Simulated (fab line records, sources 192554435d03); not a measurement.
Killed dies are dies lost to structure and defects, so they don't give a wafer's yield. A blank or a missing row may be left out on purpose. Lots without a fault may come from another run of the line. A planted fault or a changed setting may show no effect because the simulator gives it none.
Which tool did it? | flow n5_finfet | 10 lots, 29 wafers sampled, at 1 step of a route of 1938

WHAT THE GAUGES READ, wafer by wafer
N5_BEOL_M15_INSPECT_30: inspects for defects (macro). Usual: raw_defect_count 2.1, standard deviation 1.3.
lot  | measured     | on                | raw_defect_count | flag
L987 | day 13 15:10 | defect_inspect-01 | 0 4 3            |
L988 | day 14 14:35 | defect_inspect-01 | 2 0              |
L995 | day 15 12:28 | defect_inspect-01 | 3 4 1            |
L997 | day 15 20:57 | defect_inspect-01 | 4 0 4            |
L100 | day 16 04:10 | defect_inspect-02 | 4 1 1            |
L102 | day 17 11:29 | defect_inspect-02 | 2 2 2            |
L104 | day 17 12:16 | defect_inspect-01 | 1 2 2            |
L105 | day 17 22:44 | defect_inspect-02 | 4 1 5            |
L106 | day 18 16:13 | defect_inspect-01 | 3 4 2            |
L107 | day 18 16:15 | defect_inspect-01 | 1 1 5            |

WHICH TOOL RAN EACH LOT (tool, then ch and the chambers of the sampled wafers, then the start)
The record holds no process step before these readings.

WHAT THE TOOLS THEMSELVES READ (means of the sampled wafers that have a number; where no wafer has one, the mark that the record gives instead)
The record holds no such reading with a usual standard deviation.

THE ANSWER, worked out from the rows above alone
Rule: a lot is off if the mean of its wafers that have a number lies more than 3 standard deviations from the usual mean. A lot without any number at a reading at which 4 lots or more have one is off too. The other lots that the step has rows for count as sound. The gauges are gone through in route order, then the tools' own readings, and for those a lot's mean is taken as printed above. The first step at which some lot is off is used, and at that step the reading that is off furthest; a lot without a number counts as furthest.
No lot is off at any reading shown: from this, nothing can be told.

WHAT THE SIMULATOR HAD PUT IN
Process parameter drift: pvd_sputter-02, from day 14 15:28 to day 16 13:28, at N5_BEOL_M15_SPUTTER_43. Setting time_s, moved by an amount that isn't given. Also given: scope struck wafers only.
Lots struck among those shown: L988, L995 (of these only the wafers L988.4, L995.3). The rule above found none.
